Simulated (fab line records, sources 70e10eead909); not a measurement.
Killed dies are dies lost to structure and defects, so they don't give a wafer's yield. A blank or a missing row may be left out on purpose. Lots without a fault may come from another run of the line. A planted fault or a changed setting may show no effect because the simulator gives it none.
Which tool did it? | flow nand_harc | 6 lots, 17 wafers sampled, at 2 steps of a route of 1302

WHAT THE GAUGES READ, wafer by wafer
NHARC_A_SLIT_CD_MEAS_21.
lot  | measured     | on        | cd_nm (nm)
L189 | day 20 23:30 | cd_sem-02 | 287.4 288.6 288.2
L196 | day 23 23:36 | cd_sem-01 | 289.5 289.1
L199 | day 26 01:58 | cd_sem-01 | 289.6 290.5 290.5
L202 | day 26 19:49 | cd_sem-01 | 289.4 290.4 289.7
L204 | day 27 08:09 | cd_sem-01 | 289.6 289.2 288.6
L206 | day 28 05:58 | cd_sem-03 | 288.8 289.0 289.0

WHICH TOOL RAN EACH LOT (tool, then ch and the chambers of the sampled wafers, then the start)
lot  | NHARC_A_SLIT_ETCH_29
L189 | rie_diel-10 ch 1,2,3, day 20 22:59
L196 | rie_diel-01 ch 1,3, day 23 23:02
L199 | rie_diel-01 ch 0,1,2, day 26 01:27
L202 | rie_diel-06 ch 1,2, day 26 19:17
L204 | rie_diel-06 ch 0,1,2, day 27 07:34
L206 | rie_diel-01 ch 0,1,3, day 28 05:23
- NHARC_A_SLIT_ETCH_29: etches the open film in CF4/O2, target depth 100 nm, overetch 10 nm, time 55 s.

THE ANSWER, worked out from the rows above alone
Rule: what is usual is taken from the lots themselves. Put in order of their means at a reading, lots are off if they are a third of the lots or fewer, leave a main group of 4 or more, and stand apart from it by a gap of 3 or more times the standard deviation of the main group's means; of several such gaps the widest counts. A main group whose means are all the same, to the digits that the tables above print for the reading, isn't used. A lot without any number at a reading at which 4 lots or more have one is off too. The other lots that the step has rows for count as sound.
No lot is off at any reading shown: from this, nothing can be told.

WHAT THE SIMULATOR HAD PUT IN
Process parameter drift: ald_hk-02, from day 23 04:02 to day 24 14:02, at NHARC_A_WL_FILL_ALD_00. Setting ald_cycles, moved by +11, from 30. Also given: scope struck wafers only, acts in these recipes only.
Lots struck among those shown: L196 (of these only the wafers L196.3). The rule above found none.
